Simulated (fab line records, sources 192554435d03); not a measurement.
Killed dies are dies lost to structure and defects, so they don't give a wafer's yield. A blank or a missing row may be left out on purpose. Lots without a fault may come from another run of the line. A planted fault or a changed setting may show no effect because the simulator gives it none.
fab line records | flow n5_finfet
record lots=4 wafers=12 last_day=15
route steps=1938 shown HKMG_FIN@402 BEOL_M4@1111 PASSIVATION@1936
lots that met no fault: from a run of the same line without faults
start_h: hours from the record's first day to the start of the lot's first wafer shown | wait_h: hours since the lot's step before | " the same as in the row above | L1.1+2: a row that stands for several wafers | - no value, or no start given | * or withheld: withheld | < > ~ a bound
route shown NAME@n: a module of which the file shows steps, and the number in the route of the first | usual: mean/standard deviation of fault-free wafers | same: alike in all rows | chamber/n: place in a boat | sites: the reading at each site | _std_site: their standard deviation | _edge_site: outer sites' mean less inner sites' | radius_mm: how far each site lies from the wafer's centre | mask NAME#n: copy n | behind: the tool/chamber that last shaped the wafer | hold: why the lot was held/for how many hours/how that ended | device: the transistor (n, p or np) that didn't switch | end of line: the same wafers' tests at the end of the route | a step without rows: its recipe alone | killed: dies lost to structure and defects at the first sort, not the wafer's yield | map: a wafer's dies, x killed, . not, _ none there
set.NAME: the setting as run; set.NAME@STEP: as run at that earlier step | model.NAME: the simulator's own value behind a step, which no gauge read
lots at some steps of the route; a table a step, a row a wafer
## steps
# step N5_HKMG_FIN_ETCH_54
# recipe chemistry=CF4 target=SiARC target_depth_a=455 mask_material=CAR-ArF time_s=75.8 ion_energy_ev=80 pressure_mtorr=40 source_w=545 bias_w=36 Ar_flow_sccm=100 cf4_flow_sccm=100 ends=cleared
# step N5_HKMG_FIN_ETCH_55
# recipe chemistry=N2/H2 target=SOC target_depth_a=2400 temp_c=40 time_s=300 ion_energy_ev=200 mask_material=SiARC pressure_mtorr=30 source_w=840 bias_w=150 n2_flow_sccm=200 h2_flow_sccm=200
# step N5_HKMG_FIN_STRIP_56
# recipe chemistry=N2/H2 temp_c=40 n2_flow_sccm=200 h2_flow_sccm=200 rf_frequency_hz=6e+07
# step N5_HKMG_FIN_STRIP_57
# recipe chemistry=CF4 resist=SiARC power_w=300 bias_power_w=75 pressure_mtorr=50 cf4_flow_sccm=150 rf_frequency_hz=6e+07
# step N5_HKMG_FIN_ETCH_58
# recipe chemistry=N2/H2 target=SOC target_depth_a=2158 ion_energy_ev=50 bias_w=13 time_s=741 pressure_mtorr=30 source_w=875 n2_flow_sccm=200 h2_flow_sccm=200
# step N5_HKMG_FIN_STRIP_93
# recipe chemistry=N2/H2 material=SOC time_s=20 power_w=500 temp_c=40 pressure_mtorr=50 rf_frequency_hz=6e+07 bias_power_w=8 h2_frac=0.5 n2_flow_sccm=300 h2_flow_sccm=300
# step N5_HKMG_FIN_WET_ETCH_76
# recipe chemistry=dNH4OH mix=1:50 temp_c=25 target=Al2O3 stop_on=La2O3 target_depth_nm=2.25 dry=ipa_marangoni rinse_time_s=30 rinse_temp_c=23
# step N5_HKMG_FIN_STRIP_60
# recipe chemistry=N2/H2 power_w=2500 temp_c=300 h2_frac=0.65 time_s=360 pressure_mtorr=withheld n2_flow_sccm=1750 h2_flow_sccm=3250
# step N5_HKMG_FIN_WET_ETCH_77
# recipe chemistry=dHCl mix=1:10000 temp_c=25 target=La2O3 stop_on=HfO2 target_depth_nm=2
# step N5_HKMG_FIN_WET_ETCH_78
# recipe chemistry=dNH4OH mix=1:50 temp_c=25 target=Al2O3 stop_on=La2O3 target_depth_nm=4.5 dry=ipa_marangoni rinse_time_s=30 rinse_temp_c=23
# step N5_HKMG_FIN_ALD_79
# recipe material=TiN target_thk_a=15 temp_c=400 ald_precursor_family=TiCl4 ald_co_reactant=NH3 pulse_time_s=1 purge_time_s=3 co_reactant_purge_time_s=2 co_reactant_pulse_time_s=2 ald_cycles=68 pressure_torr=3
# step N5_HKMG_FIN_CVD_62
# recipe material=a-Si target_thk_a=30 temp_c=500 precursor=Si2H6 pressure_torr=1 time_s=20.8
# step N5_HKMG_FIN_RTA_80
# recipe temp_c=withheld time_s=2 ambient=N2 idle_temp_c=600 ramp_up_c_per_s=150 ramp_down_c_per_s=60 cool_to_c=600
# columns lot.wafer tool chamber start_h wait_h
L500.1+2+5 rtp_anneal-02 0 74.03 0.1
L505.1+2+5 rtp_anneal-01 0 103.49 0.1
L510.1+3+5 rtp_anneal-01 0 134.74 0.3
L511.3+4+5 rtp_anneal-01 0 137.54 0.1
# step N5_HKMG_FIN_PRECLEAN_64
# recipe chemistry=dHF time_s=30 temp_c=25 dilution=withheld
# step N5_HKMG_FIN_WET_ETCH_65
# recipe chemistry=TMAH temp_c=70 conc_wt_pct=5 target=a-Si stop_on=TiN time_s=49 target_depth_nm=3
# step N5_HKMG_FIN_WET_ETCH_81
# recipe chemistry=SC1 target=TiN stop_on=HfO2 mix=1:1:5 temp_c=60 time_s=57 target_depth_nm=6
# step N5_HKMG_FIN_WET_ETCH_82
# recipe chemistry=dHCl mix=1:10000 temp_c=25 target=La2O3 stop_on=HfO2 target_depth_nm=2 dry=ipa_marangoni rinse_time_s=30 rinse_temp_c=23
# step N5_HKMG_FIN_ALD_36
# recipe material=TiN target_thk_a=10 temp_c=400 ald_precursor_family=TiCl4 ald_co_reactant=NH3 pulse_time_s=1 purge_time_s=3 co_reactant_purge_time_s=2 co_reactant_pulse_time_s=2 ald_cycles=47 pressure_torr=3
# step N5_HKMG_FIN_PWFM_ALD_03
# recipe material=TiN target_thk_a=20 temp_c=400 ald_precursor_family=TiCl4 ald_co_reactant=NH3 pulse_time_s=1 purge_time_s=3 co_reactant_purge_time_s=2 co_reactant_pulse_time_s=2 ald_cycles=91 pressure_torr=3
# step N5_HKMG_FIN_COAT_29
# recipe resist=SOC temp_c=250 time_s=60 spin_rpm=1500 resist_thk_nm=300
# step N5_HKMG_FIN_COAT_30
# recipe resist=SiARC temp_c=220 time_s=60 spin_rpm=1500 resist_thk_nm=35
# step N5_HKMG_FIN_COAT_06
# recipe resist=CAR-ArF spin_rpm=1500 resist_thk_nm=90
# step N5_HKMG_FIN_EBR_08
# recipe solvent=PGMEA ebr_width_mm=1.5
# step N5_HKMG_FIN_SOFTBAKE_07
# recipe temp_c=110 time_s=60 resist=CAR-ArF
# step N5_HKMG_FIN_EXPOSE_09
# recipe mask_id=NWFM na=1.35 source_shape=conventional sigma_outer=0.8 polarization=unpolarized dose_mj=39.25
# step N5_HKMG_FIN_PEB_10
# recipe peb_temp_c=withheld peb_time_s=60 resist=CAR-ArF
# step N5_HKMG_FIN_DEVELOP_11
# recipe develop_time_s=30 developer=TMAH resist=CAR-ArF dev_temp_c=23 rinse_liquid=diw dry=air_spin
# step N5_HKMG_FIN_DESCUM_17
# recipe chemistry=O2 time_s=7.9 source_power_w=50 bias_power_w=20 pressure_mtorr=20 rf_frequency_hz=2.712e+07 temp_c=40 resist=CAR-ArF o2_flow_sccm=225
# step N5_HKMG_FIN_ETCH_31
# recipe chemistry=CF4 target=SiARC target_depth_a=455 mask_material=CAR-ArF time_s=75.8 ion_energy_ev=80 pressure_mtorr=40 source_w=545 bias_w=36 Ar_flow_sccm=100 cf4_flow_sccm=100 ends=cleared
# step N5_HKMG_FIN_ETCH_32
# recipe chemistry=N2/H2 target=SOC target_depth_a=2400 temp_c=40 time_s=300 ion_energy_ev=200 mask_material=SiARC pressure_mtorr=30 source_w=840 bias_w=150 n2_flow_sccm=200 h2_flow_sccm=200
# step N5_HKMG_FIN_STRIP_33
# recipe chemistry=N2/H2 temp_c=40 n2_flow_sccm=200 h2_flow_sccm=200 rf_frequency_hz=6e+07
# step N5_HKMG_FIN_STRIP_34
# recipe chemistry=CF4 resist=SiARC power_w=300 bias_power_w=75 pressure_mtorr=50 cf4_flow_sccm=150 rf_frequency_hz=6e+07
# step N5_HKMG_FIN_ETCH_35
# recipe chemistry=N2/H2 target=SOC target_depth_a=2158 ion_energy_ev=65 bias_w=5 source_w=3000 time_s=243.4 pressure_mtorr=30 n2_flow_sccm=200 h2_flow_sccm=200
# step N5_HKMG_FIN_STRIP_92
# recipe chemistry=N2/H2 material=SOC time_s=20 power_w=500 temp_c=40 pressure_mtorr=50 rf_frequency_hz=6e+07 bias_power_w=8 h2_frac=0.5 n2_flow_sccm=300 h2_flow_sccm=300
# step N5_HKMG_FIN_WET_ETCH_18
# recipe chemistry=SC1 target=TiN mix=1:1:5 temp_c=* time_s=55 target_depth_nm=5.2 dry=ipa_marangoni rinse_time_s=30 rinse_temp_c=23
# step N5_HKMG_FIN_STRIP_19
# recipe chemistry=N2/H2 power_w=2500 temp_c=300 h2_frac=0.65 time_s=360 pressure_mtorr=withheld n2_flow_sccm=1750 h2_flow_sccm=3250
# step N5_HKMG_FIN_ALD_91
# recipe material=TiN target_thk_a=10 temp_c=400 ald_precursor_family=TiCl4 ald_co_reactant=NH3 pulse_time_s=1 purge_time_s=3 co_reactant_purge_time_s=2 co_reactant_pulse_time_s=2 ald_cycles=47 pressure_torr=3
# step N5_HKMG_FIN_COAT_85
# recipe resist=SOC temp_c=250 time_s=60 spin_rpm=1500 resist_thk_nm=300
# step N5_BEOL_M4_RC_MEAS_101
# usual DIBL_N=36.1/2 DIBL_P=36.3/2.5 IOFF_N=0.16/0.037 IOFF_P=0.21/0.039 IOFF_P_85C=3.7/0.55 IOFF_P_LIN=0.102/0.014 IOFF_P_LONG=0.000106/9.9e-06 ION_N=678/15 ION_P=465/8.7 SS_N=71.4/0.7 SS_P=73.3/0.74 VT_N=249/3.6 VT_N_LVT=97/3.8 VT_P=-250.0/2.9 VT_P_LONG=-275/3
# columns lot.wafer tool chamber start_h wait_h DIBL_N[mV/V] DIBL_P[mV/V] IOFF_N[nA/um] IOFF_P[nA/um] IOFF_P_85C[nA/um] IOFF_P_LIN[nA/um] IOFF_P_LONG[nA/um] ION_N[uA/um] ION_P[uA/um] SS_N[mV/dec] SS_P[mV/dec] VT_N[mV] VT_N_LVT[mV] VT_P[mV] VT_P_LONG[mV]
L500.1 prober-01 0 161.69 0.0 31.8 31.0 0.10 0.17 3.0 0.092 0.00013 634 453 70.5 72.0 260 107 -250.3 -269
L500.2 " 0 " " 34.2 35.5 0.14 0.24 4.0 0.117 0.000132 680 479 70.6 72.9 250 98 -245.0 -270
L500.5 " 0 " " 35.8 36.3 0.16 0.25 4.2 0.122 0.000133 672 478 72.1 72.9 249 96 -243.9 -270
L505.1 prober-02 0 197.80 0.0 33.9 35.8 0.13 0.19 3.4 0.092 8.8e-05 665 464 71.0 72.8 254 99 -252.9 -279
L505.2 " 0 " " 36.1 37.4 0.16 0.20 3.6 0.096 9e-05 682 467 71.2 73.4 251 97 -253.5 -279
L505.5 " 0 " " 33.3 34.6 0.12 0.18 3.1 0.086 9.8e-05 668 462 70.1 73.2 255 100 -254.2 -278
L510.1 prober-02 0 238.76 0.0 36.8 36.2 0.18 0.61 9.0 0.285 0.000228 685 503 72.1 74.4 248 124 -223.2 -247
L510.3 " 0 " " 34.9 34.7 0.14 0.51 7.7 0.246 0.000242 685 509 72.2 73.5 252 128 -226.1 -249
L510.5 " 0 " " 36.6 37.5 0.18 0.64 9.3 0.294 0.000247 710 522 72.2 74.2 248 123 -222.4 -248
L511.3 prober-01 0 256.17 0.3 36.5 35.7 0.14 0.58 8.4 0.273 0.000265 647 489 71.8 73.7 254 128 -221.4 -247
L511.4 " 0 " " 33.3 32.1 0.11 0.46 7.0 0.237 0.000258 663 492 70.5 72.5 254 128 -224.5 -246
L511.5 " 0 " " 33.9 32.9 0.11 0.49 7.3 0.245 0.000267 650 501 71.0 73.3 255 131 -225.4 -247
# step N5_PASSIVATION_PROBE_49
# usual defect_limited_yield=91.1/1.3 killed_at_M0_to_M3=32/9.7 killed_at_M4_up=16/6 killed_at_contacts=12/5.9 killed_at_front_end=41/11 killed_at_other=4/3.1 killed_dies=104/16 killed_on_rim=14/4 killed_open=68/12 killed_short=34/7.4 sort_bin_4_leakage=0/0 sort_bin_5_function=5.1/0.85 sort_bin_6_memory=3.3/0.66 sort_bin_8_speed=0.1/0.53 sort_n_pass=1075/16 sort_yield_pct=91.1/1.4
# same gross_dies=1180 killed_at_back_side=0
# columns lot.wafer tool chamber start_h wait_h defect_limited_yield[%] killed_at_M0_to_M3 killed_at_M4_up killed_at_contacts killed_at_front_end killed_at_other killed_dies killed_on_rim killed_open killed_short sort_bin_4_leakage[%] sort_bin_5_function[%] sort_bin_6_memory[%] sort_bin_8_speed[%] sort_n_pass sort_yield_pct[%]
L500.1 prober-01 - 285.10 0.1 93.6 17 13 10 34 1 75 10 54 19 0 3.8 2.4 6.0 1034 87.6
L500.2 prober-01 - 285.15 0.2 91.9 24 11 10 49 2 96 11 58 37 0 4.8 2.9 0 1084 91.9
L500.5 prober-01 - 285.30 0.3 92.0 21 12 17 41 3 94 8 49 40 0 4.7 3.1 0 1086 92.0
L505.1 prober-01 - 313.94 0.0 90.0 63 10 10 30 5 118 13 72 45 0 6.5 3.1 0 1062 90.0
L505.2 prober-01 - 313.99 0.1 90.8 36 18 13 38 4 109 9 78 31 0 5.3 3.6 0 1071 90.8
L505.5 prober-01 - 314.14 0.2 91.9 42 16 17 17 4 96 17 69 25 0 3.8 4.1 0 1084 91.9
L510.1 prober-02 - 346.92 0.0 91.1 28 14 13 42 8 105 11 67 34 31.95 5.7 2.9 0 698 59.2
L510.3 prober-02 - 347.02 0.1 93.5 23 13 9 27 5 77 10 47 26 8.31 3.6 2.8 0 1005 85.2
L510.5 prober-02 - 347.12 0.2 91.5 29 10 16 42 3 100 13 67 25 41.78 4.1 3.6 0 587 49.7
L511.3 prober-02 - 366.05 0.1 89.6 26 13 13 63 8 123 23 73 42 13.47 6.4 3.4 0 898 76.1
L511.4 prober-02 - 366.10 0.2 89.3 27 21 13 63 2 126 11 102 23 1.10 6.9 3.6 0 1041 88.2
L511.5 prober-02 - 366.15 0.2 88.8 38 13 22 56 3 132 22 89 40 2.03 6.0 4.7 0.2 1022 86.6
# killed by level:class
L500.1 FIN_SAQP:geometric_particle:open=9 MOL_CONTACT_COAG:geometric_particle:open=9 BEOL_M5:geometric_particle:open=5 DUMMY_GATE:geometric_particle:open=4 BEOL_M0_SAQP:geometric_particle:open=4 BEOL_M1:geometric_particle:open=4 STARTING-WAFER:geometric_particle:open=4 FIN_SAQP:geometric_particle:short=3
L500.2 FIN_SAQP:geometric_particle:open=13 DUMMY_GATE:geometric_particle:open=10 BEOL_M0_SAQP:geometric_particle:short=9 MOL_CONTACT_COAG:geometric_particle:open=7 GATE_CUT:geometric_particle:short=6 BEOL_M0_SAQP:geometric_particle:open=5 STARTING-WAFER:geometric_particle:short=5 STI_FIN_REVEAL:geometric_particle:open=4
L500.5 MOL_CONTACT_COAG:geometric_particle:open=12 FIN_SAQP:geometric_particle:short=9 FIN_SAQP:geometric_particle:open=8 BEOL_M0:geometric_particle:short=7 GATE_CUT:geometric_particle:short=7 BEOL_M0_SAQP:geometric_particle:open=6 BEOL_M4:geometric_particle:open=6 DUMMY_GATE:geometric_particle:open=5
L505.1 BEOL_M0_SAQP:geometric_particle:short=14 BEOL_M2:geometric_particle:open=14 BEOL_M3:geometric_particle:open=13 BEOL_M0_SAQP:geometric_particle:open=10 FIN_SAQP:geometric_particle:short=6 DUMMY_GATE:geometric_particle:open=6 MOL_CONTACT_COAG:geometric_particle:open=6 FIN_SAQP:geometric_particle:open=4
L505.2 STI_FIN_REVEAL:geometric_particle:open=9 BEOL_M3:geometric_particle:open=9 BEOL_M4:geometric_particle:open=8 MOL_CONTACT_COAG:geometric_particle:open=7 BEOL_M0_SAQP:geometric_particle:open=7 BEOL_M2:geometric_particle:open=7 MOL_CONTACT_COAG:geometric_particle:short=6 STARTING-WAFER:geometric_particle:short=5
L505.5 MOL_CONTACT_COAG:geometric_particle:open=13 BEOL_M2:geometric_particle:open=11 BEOL_M3:geometric_particle:open=7 BEOL_M4:geometric_particle:open=6 BEOL_M0_SAQP:geometric_particle:open=5 BEOL_M1:geometric_particle:open=5 STI_FIN_REVEAL:geometric_particle:open=4 BEOL_M0_SAQP:geometric_particle:short=4
L510.1 MOL_CONTACT_COAG:geometric_particle:open=11 FIN_SAQP:geometric_particle:short=10 STI_FIN_REVEAL:geometric_particle:open=6 DUMMY_GATE:geometric_particle:open=6 BEOL_M0_SAQP:geometric_particle:short=6 BEOL_M1:geometric_particle:open=6 BEOL_M2:geometric_particle:open=6 BEOL_M4:geometric_particle:open=6
L510.3 BEOL_M1:geometric_particle:open=7 FIN_SAQP:geometric_particle:open=6 MOL_CONTACT_COAG:geometric_particle:open=6 BEOL_M0_SAQP:geometric_particle:open=4 BEOL_M2:geometric_particle:open=4 BEOL_M3:geometric_particle:open=3 STI_FIN_REVEAL:geometric_particle:open=3 STI_FIN_REVEAL:geometric_particle:short=3
L510.5 MOL_CONTACT_COAG:geometric_particle:open=14 BEOL_M2:geometric_particle:open=8 FIN_SAQP:geometric_particle:open=7 STI_FIN_REVEAL:geometric_particle:open=6 BEOL_M1:geometric_particle:open=6 HKMG_FIN:area_etch=6 SPACER0:geometric_particle:open=5 GATE_CUT:geometric_particle:short=5
L511.3 STI_FIN_REVEAL:geometric_particle:open=14 BEOL_M0_SAQP:geometric_particle:short=12 FIN_SAQP:geometric_particle:open=11 DUMMY_GATE:geometric_particle:open=10 MOL_CONTACT_COAG:geometric_particle:open=10 BEOL_M0_SAQP:geometric_particle:open=7 GATE_CUT:geometric_particle:short=6 HKMG_FIN:area_etch=6
L511.4 STI_FIN_REVEAL:geometric_particle:open=23 FIN_SAQP:geometric_particle:open=16 BEOL_M2:geometric_particle:open=12 MOL_CONTACT_COAG:geometric_particle:open=10 DUMMY_GATE:geometric_particle:open=7 BEOL_M4:geometric_particle:open=7 BEOL_M0_SAQP:geometric_particle:open=6 BEOL_M7:geometric_particle:open=6
L511.5 MOL_CONTACT_COAG:geometric_particle:open=17 FIN_SAQP:geometric_particle:open=15 BEOL_M0_SAQP:geometric_particle:short=9 DUMMY_GATE:geometric_particle:open=8 BEOL_M0_SAQP:geometric_particle:open=8 BEOL_M1:geometric_particle:open=8 STI_FIN_REVEAL:geometric_particle:open=7 MOL_CONTACT_COAG:geometric_particle:short=5
# map L510.1 (x killed, . not)
_________________......x..x..________________
______________.x................_____________
___________...x.x.xx.........x.....__________
__________............x............x_________
________.........x........x..........._______
_______.....x..x.......................______
______...x................x.x..........._____
_____..x..............x.........x.x.x....____
____..........x................x.x......x.___
___......x.......................x..x.x....__
___..x.........................x....x......__
__............x...........x...x........xx..._
__.........x.x..............x..............._
_.......................................x....
_.....x..x................................x.x
_.......x..x..xx...................x....x....
_...x...................x......x......x......
_.......x.......x......................x.....
_..x......................................x..
_......................x...........x.........
_......x.......x.x.........x.x........x.x....
__.xx........x.............................._
__........x..............x........x........._
___.............x...............x.....x..x.__
___......x..xx.x...........x.........x.....__
____.............x...x....................___
_____...........x.........x.........x.x..____
______..................x.x...x........._____
_______..x.x...........................______
________..x....x......................_______
__________.......................x.x_________
___________........................__________
______________.......x...x......_____________
_________________....x.....x.________________
# map L511.5 (x killed, . not)
_________________..x.........________________
______________......x..x........_____________
___________....x....x..x...x..x.x..__________
__________..........x.....x........._________
________....x...............x.....x..._______
_______...xx...x........xx..........x..______
______.......................x.......xxx_____
_____....x..................x.....x......____
____.x...xx.x.xx........................x.___
___......x..............x..................__
___.....x................................x.__
__....................x.......xx..x...x....._
__.........x....x...........x....xx.....x..._
_.x...............x..........xx..........x...
_..........x.......x.............x...........
_.....x................x..............x..x...
_.......x.........x................x...x.....
_..xxx.....x..x....x.......x.x........x......
_.......x......x..........x....x..x.......xxx
_.x....x................x....x...............
_x.........x............x....................
__..x....................x.................x_
__..........x.................x............._
___..................x..............x......__
___......x.........x.x..x..................__
____x.x.......x....x..............xxx.....___
_____........x.......................x.x.____
______....x............x...x.........xxx_____
_______x....................x.......x.x______
________............xx.x........x....._______
__________......x..x................_________
___________....................x...__________
______________.x............x.x._____________
_________________........x.x.________________
## key
first_sign step=N5_BEOL_M4_RC_MEAS_101 reading=IOFF_P_LONG direction=up sigmas=15 usual=0.000106 struck=0.000251
effect step=N5_BEOL_M4_RC_MEAS_101 reading=IOFF_P_LIN direction=up sigmas=12 usual=0.102 struck=0.263
effect step=N5_BEOL_M4_RC_MEAS_101 reading=VT_P_LONG direction=up sigmas=9.3 usual=-275 struck=-247
effect step=N5_BEOL_M4_RC_MEAS_101 reading=VT_P direction=up sigmas=8.9 usual=-250.0 struck=-223.8
effect step=N5_BEOL_M4_RC_MEAS_101 reading=IOFF_P direction=up sigmas=8.6 usual=0.21 struck=0.55
effect step=N5_BEOL_M4_RC_MEAS_101 reading=IOFF_P_85C direction=up sigmas=8 usual=3.7 struck=8.1
effect step=N5_BEOL_M4_RC_MEAS_101 reading=VT_N_LVT direction=up sigmas=7.9 usual=97 struck=127
effect step=N5_BEOL_M4_RC_MEAS_101 reading=ION_P direction=up sigmas=4.3 usual=465 struck=503
effect step=N5_PASSIVATION_PROBE_49 reading=sort_bin_4_leakage direction=up sigmas=99+ usual=0 struck=16.44
met_at N5_HKMG_FIN_RTA_80
struck_wafers L510.1,L510.3,L510.5,L511.3,L511.4,L511.5
onset_between 103.49 134.74
also_fits time
fault kind=process_parameter_drift tool=rtp_anneal-01 chamber=- onset_h=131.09 steps=N5_HKMG_FIN_RTA_80 channel=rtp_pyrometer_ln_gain offset=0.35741 shape=step end_h=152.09
